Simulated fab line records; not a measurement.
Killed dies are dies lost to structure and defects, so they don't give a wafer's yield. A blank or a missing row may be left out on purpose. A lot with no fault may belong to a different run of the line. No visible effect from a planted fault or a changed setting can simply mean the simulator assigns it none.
A lot that was struck, set against a sound lot :: flow n5Finfet :: 16 out of 1938 route steps
Sound: wafers L107.1, L107.4, L107.6. Struck: wafer L110.6 (left out: L110.1, L110.5 of the same lot, which were not struck); the cause appears at the end.
At each step with rows: each side's tool, then ch and its chambers, then its first start. Under that, the readings that differ: sound wafers :: struck wafers :: difference of the means :: sigmas: that difference in standard deviations of wafers without a fault.
alike: a reading whose means differ by less than 2 such deviations, as well as words and numbers matching on both sides. not compared: withheld readings; readings where some wafer has no value; bounds like >300 that might hide an equal value; numbers whose values overlap and for which the record gives no deviation.
The two part at a step that has a row with sigmas, a row that says differs or no value, or rows on one side only. When numbers do not overlap yet have no deviation, they are printed without sigmas and do not part them. Lack of a reading on every wafer of one side parts them only where that side has two or more wafers.

first, 1 step without rows for these wafers: N5_STI_FIN_REVEAL_DENSIFY_02 (time 1800 s).
N5_STI_FIN_REVEAL_CMP_04: polishes, stops on Si3N4, t overpolish 4 s, target thk 131.83 nm.
  sound on cmp-02 ch 0,1,2, day 2 21:18; struck on cmp-02 ch 3, day 3 16:46
reading: timeToEndpointS (s)
sound: 98 105 104
struck: 93
difference: -9
sigmas: -2
  alike: motorCurrentA, overpolishRunS, retainingRingPressureFrac
N5_STI_FIN_REVEAL_THK_MEAS_05:
  sound on filmMetro-01, day 2 21:31; struck on filmMetro-01, day 3 17:03
reading: thkNm (nm)
sound: 131.4 132.1 132.8
struck: 129.5
difference: -2.6
sigmas: -3
N5_STI_FIN_REVEAL_DENSIFY_30:
  sound on rtpAnneal-01 ch 0, day 2 21:45; struck on rtpAnneal-01 ch 0, day 3 17:07
  alike: lampPowerPct, lamp_zone_5_pct
  not compared: wafer_temp_C_max
then, 1 step without rows for these wafers: N5_STI_FIN_REVEAL_ETCHBACK_08 (etches SiO2 in C4F6/O2, target depth 30.5 nm, time 10.167 s).
N5_STI_FIN_REVEAL_STRIP_24: strips in N2/H2, time 90 s.
  sound on rieDiel-02 ch 1,2, day 2 22:00; struck on rieDiel-02 ch 3, day 3 17:22
reading: drypumpMotorCurrentA (A)
sound: 6.3 6.3 6.3
struck: 5.4
difference: -0.9
sigmas: -2
  alike: chamberPressureMTorr, oesProductAu, rfVppV, showerheadPlenumPTorr, throttleValvePct
  not compared: rfHoursCounterH
then, 4 steps without rows for these wafers: N5_STI_FIN_REVEAL_PRECLEAN_25 (cleans in SPM, time 90 s); N5_STI_FIN_REVEAL_PRECLEAN_26 (cleans in SC1, time 45 s); N5_STI_FIN_REVEAL_PRECLEAN_29 (cleans in DHF, time 30 s); N5_STI_FIN_REVEAL_SRD_12 (time 30 s).
N5_STI_FIN_REVEAL_RECESS_09: chemistry HF/NH3, target SiO2, afs cycles 11, target depth 42.5 nm, sublimation time 60 s.
  sound on vaporEtch-02 ch 0,1, day 2 22:13; struck on vaporEtch-01 ch 0, day 3 18:40
  alike: drypumpMotorCurrentA
then, 1 step without rows for these wafers: N5_STI_FIN_REVEAL_STRIP_16 (strips SiNx in H3PO4, target depth 23.8 nm).
N5_STI_FIN_REVEAL_PRECLEAN_17: cleans in NF3:NH3, afs cycles 1, time 20 s, sublimation time 60 s.
  sound on remotePlasma-02 ch 1, day 3 00:07; struck on remotePlasma-01 ch 1, day 3 19:30
reading: timeS (s)
sound: 20 20 20
struck: 16.931
difference: -3.069
sigmas: 
N5_STI_FIN_REVEAL_ETCH_34: etches Si in H2, material Si, target depth 0.97 nm.
  sound on rieSi-05 ch 0,2, day 3 00:19; struck on rieSi-05 ch 2, day 3 19:42
  alike: chamberPressureMTorr, drypumpMotorCurrentA, heFlowSccm, oesProductAu, throttleValvePct
  not compared: rfHoursCounterH
-- record jumps: 5 days separate the struck wafers' starts on either side; left off in module STI_FIN_REVEAL, taken up again in module BEOL_M4, whose first shown step is the route's number 1111 --
N5_BEOL_M4_RC_MEAS_101:
  sound on prober-01 ch 0, day 8 07:19; struck on prober-02 ch 0, day 9 01:46
reading: SS_N (mV/dec)
sound: 72.7 71.8 73.1
struck: 70.9
difference: -1.6
sigmas: -3
  alike: DIBL_N, DIBL_P, IOFF_N, IOFF_P, ION_N, ION_P, SS_P, VT_N, VT_P
N5_PASSIVATION_PROBE_49:
  the record holds rows for the sound wafers here (prober-02, day 12 19:13) but none for the struck ones

## WHERE THEY PART
Last at N5_PASSIVATION_PROBE_49 as far as this record goes, first at N5_STI_FIN_REVEAL_CMP_04.

WHY: what had been put in by the simulator
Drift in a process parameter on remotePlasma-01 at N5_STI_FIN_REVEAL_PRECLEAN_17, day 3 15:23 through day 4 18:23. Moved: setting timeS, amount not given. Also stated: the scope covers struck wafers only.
